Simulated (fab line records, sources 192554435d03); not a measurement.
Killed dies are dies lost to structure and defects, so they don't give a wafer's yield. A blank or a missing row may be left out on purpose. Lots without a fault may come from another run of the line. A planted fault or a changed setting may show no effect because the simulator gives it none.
Chamber matching | flow n5_finfet | N5_PASSIVATION_PECVD_01 on pecvd-04: 3 sister chambers
The step deposits SiNx from SiH4/NH3/N2, target thk 200 nm, time 43.2 s. 6 wafers are shown with their chamber, then 7 later ones without.

WAFERS WITH THEIR CHAMBER
wafer  | chamber | showerhead_plenum_p_Torr (Torr) | throttle_valve_pct (%)
L621.4 | 0       | 8.70                            | 29.4
L623.1 | 1       | 8.69                            | 30.5
L623.4 | 1       | 8.71                            | 30.5
L623.6 | 0       | 8.69                            | 29.4
L628.3 | 2       | 8.52                            | 28.0
L628.4 | 2       | 8.52                            | 28.2

WAFERS WITHOUT THEIR CHAMBER
wafer  | showerhead_plenum_p_Torr (Torr) | throttle_valve_pct (%)
L628.5 | 8.69                            | 29.6
L635.3 | 8.54                            | 28.0
L635.4 | 8.71                            | 29.5
L635.5 | 8.54                            | 28.4
L634.2 | 8.54                            | 28.3
L634.4 | 8.68                            | 29.3
L634.6 | 8.53                            | 28.4

WHICH CHAMBER EACH WENT THROUGH
wafer  | from the rows above | in truth
L628.5 | 0                   | 0
L635.3 | 2                   | 2
L635.4 | 0                   | 0
L635.5 | 2                   | 2
L634.2 | 2                   | 2
L634.4 | 0                   | 0
L634.6 | 2                   | 2
Placed correctly: 7 of 7. Can't be placed from these rows: 0. Placed wrongly: 0.
How it was worked out, from the rows above alone: a wafer's distance from a chamber is the root of the sum, over the readings, of the square of ((its reading less the chamber's mean) divided by the reading's scatter). The wafer belongs to the nearest chamber; if the next one is less than 2 further off, it can't be placed. A chamber's mean is the mean of its shown wafers. The scatter: the root of (the sum of the squares of (reading less its chamber's mean) over the shown wafers, divided by (wafers less chambers)).
